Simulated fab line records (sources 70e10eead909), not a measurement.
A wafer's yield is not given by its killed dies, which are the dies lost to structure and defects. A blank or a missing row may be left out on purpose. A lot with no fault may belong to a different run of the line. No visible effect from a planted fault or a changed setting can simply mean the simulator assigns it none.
The same fault as seen by 2 desks -- flow nand-harc -- each desk has only its own numbers; what lay behind them comes last

## AT THE TOOL OWNER'S DESK: rie-diel-02
The tool's own readings at NHARC_A_SGD_CUT_ETCH_59 (etches the open film in N2/H2, target depth 260 nm, time 406.25 s): means of the sampled wafers that have a number, for each lot that ran on this tool. If a lot's mean is further than 4 standard deviations from the usual mean, the lot is out of limits and carries the mark OUT (the distance appears in the brackets).
Columns: A = drypump-motor-current-A at NHARC_A_SGD_CUT_ETCH_59, usual 5.7 A; B = oes-product-au at NHARC_A_SGD_CUT_ETCH_59, usual 0.996 a.u.; C = rf-vpp-V at NHARC_A_SGD_CUT_ETCH_59, usual 430.2 V; D = showerhead-plenum-p-Torr at NHARC_A_SGD_CUT_ETCH_59, usual 2.03 Torr; E = throttle-valve-pct at NHARC_A_SGD_CUT_ETCH_59, usual 14.171 %
lot,first seen here,A,B,C,D,E
L912,day 13 13:47,5.9,1.008,432.9,2.13,14.174
L913,day 14 11:10,6.3,0.984,431.0,2.05,14.168
L917,day 15 03:55,6.1,0.991,432.0,2.11,14.181
L925,day 17 23:42,6.1,1.000,432.9,2.10,14.172
L928,day 18 16:04,5.9,1.001,432.9,2.12,14.181
Finding of this desk: none of the 5 lots has anything out of limits.

## FROM THE METROLOGY DESK
Means of the sampled wafers that have a number, per lot and without regard to the tool the lot ran on: this is what the gauges read. If a lot's mean is further than 4 standard deviations from the usual mean, the lot is out of limits and carries the mark OUT (the distance appears in the brackets).
Columns: A = cd-nm at NHARC_THIN_TSV_CD_MEAS_16, usual 999.9 nm
lot,first seen here,A
L913,day 19 07:30,998.8
L914,day 19 09:14,999.3
L912,day 19 10:53,1002.1
L915,day 19 13:21,998.7
L917,day 20 01:54,1000.9
L920,day 21 02:32,1004.6
L918,day 21 06:50,998.6
L929,day 23 04:07,1001.0
L925,day 23 05:19,1001.1
L928,day 23 17:47,999.7
L932,day 24 00:59,997.4
L934,day 24 02:02,1001.1
L935,day 24 15:46,997.8
Finding of this desk: none of the 13 lots has anything out of limits.

## TAKEN TOGETHER
The desk of the tool owner found nothing out of limits.
Metrology desk: nothing out of limits seen.

## WHAT HAD BEEN PUT IN BY THE SIMULATOR
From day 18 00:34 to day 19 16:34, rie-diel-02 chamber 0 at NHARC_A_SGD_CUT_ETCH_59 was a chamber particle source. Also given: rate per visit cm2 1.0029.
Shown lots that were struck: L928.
